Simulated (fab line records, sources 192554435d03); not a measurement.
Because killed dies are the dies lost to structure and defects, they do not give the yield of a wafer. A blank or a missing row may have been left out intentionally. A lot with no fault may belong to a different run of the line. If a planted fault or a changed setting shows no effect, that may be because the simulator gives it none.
A lot that was struck, set against a sound lot + flow n5-finfet + 14 out of 1938 route steps
Sound: wafers L929.2, L929.4, L929.5. The struck wafers were L942.2, L942.5, L942.6. The cause comes at the end.
Each step with rows lists, per side, the tool, then ch with its chambers, then its first start. Under that, the readings that differ: sound wafers + struck wafers + difference of the means + sigmas: that difference in standard deviations of wafers without a fault.
alike: readings with means less than 2 such deviations apart, plus words and numbers identical on both sides. not compared: withheld readings, readings lacking a value on some wafer, bounds such as >300 that could conceal the same value, and numbers that have no deviation in the record and whose values overlap.
A row with sigmas, a row that says differs or no value, or rows on one side alone: a step with any of these is where the two part. Non-overlapping numbers with no deviation appear without sigmas and do not part them. Lack of a reading on every wafer of one side parts them only where that side has two or more wafers.

N5_FIN_SAQP_PECVD_47: deposits a-Si from SiH4/He, target thk 45 nm, time 36.3 s.
  sound on pecvd-02 ch 0,2, day 2 21:08; struck on pecvd-01 ch 0,1, day 6 02:53
  alike: heater-power-w, showerhead-plenum-p-Torr, susceptor-temp-C, throttle-valve-pct
  not compared: since-wet-clean-h
N5_FIN_SAQP_PECVD_48: deposits SiNx from SiH4/NH3/N2, target thk 25 nm, time 22.1 s.
  sound on pecvd-02 ch 0,2, day 2 21:11; struck on pecvd-01 ch 0,1, day 6 02:56
  alike: heater-power-w, showerhead-plenum-p-Torr, susceptor-temp-C, throttle-valve-pct
  not compared: since-wet-clean-h
N5_FIN_SAQP_PECVD_06: deposits a-Si from SiH4/He, target thk 60 nm, time 48.1 s.
  sound on pecvd-02 ch 0,2, day 2 21:13; struck on pecvd-01 ch 0,1, day 6 02:58
  alike: heater-power-w, showerhead-plenum-p-Torr, susceptor-temp-C, throttle-valve-pct
  not compared: since-wet-clean-h
N5_FIN_SAQP_THK_MEAS_07:
  sound: film-metro-01 at day 2 21:19; struck: film-metro-01 at day 6 03:04
  alike: thk-nm
N5_FIN_SAQP_HM_DEP_72: deposits SiO2 from SiH4/N2O, target thk 12 nm, time 7.2 s.
  sound on pecvd-01 ch 1,2, day 2 21:21; struck on pecvd-01 ch 1,2, day 6 03:06
  alike: heater-power-w, showerhead-plenum-p-Torr, susceptor-temp-C
  not compared: since-wet-clean-h
then, 7 steps without rows for these wafers: N5_FIN_SAQP_COAT_49 (time 60 s, resist thk 100 nm); N5_FIN_SAQP_COAT_50 (time 60 s, resist thk 35 nm); N5_FIN_SAQP_COAT_10 (resist thk 90 nm); N5_FIN_SAQP_EBR_12; N5_FIN_SAQP_SOFTBAKE_11 (time 60 s); N5_FIN_SAQP_EXPOSE_13 (exposes mask FIN CORE, target cd 35.6 nm); N5_FIN_SAQP_PEB_14 (peb time 60 s).
N5_FIN_SAQP_DEVELOP_15: develop time 30 s.
  sound on litho-track-04 ch 0, day 2 21:46; struck on litho-track-04, day 6 03:29
  no value came back on the struck wafers for chill-plate-temp-C (C), develop-time-s (s); on the sound wafers chill-plate-temp-C (C) reads 22.87 23.00 22.95
| reading                                       | sound             | struck            | difference | sigmas |
|-----------------------------------------------|-------------------|-------------------|------------|--------|
| model.CAR-ArF_of_FIN_SAQP_COAT_10.thk-nm (nm) | 88.82 89.04 88.87 | 90.13 90.31 90.33 | +1.35      |        |
N5_FIN_SAQP_CD_MEAS_16: target cd 35.6 nm.
  sound on cd-sem-03 ch 0, day 2 21:49; struck on cd-sem-01 ch 0, day 6 03:33
| reading    | sound          | struck | difference                    | sigmas |
|------------|----------------|--------|-------------------------------|--------|
| cd-nm (nm) | 35.0 35.2 35.5 | - - -  | no value on the struck wafers |        |

WHERE THEY PART
At N5_FIN_SAQP_DEVELOP_15 first; at N5_FIN_SAQP_CD_MEAS_16 last (within this record only).

WHY: whatever the simulator had introduced
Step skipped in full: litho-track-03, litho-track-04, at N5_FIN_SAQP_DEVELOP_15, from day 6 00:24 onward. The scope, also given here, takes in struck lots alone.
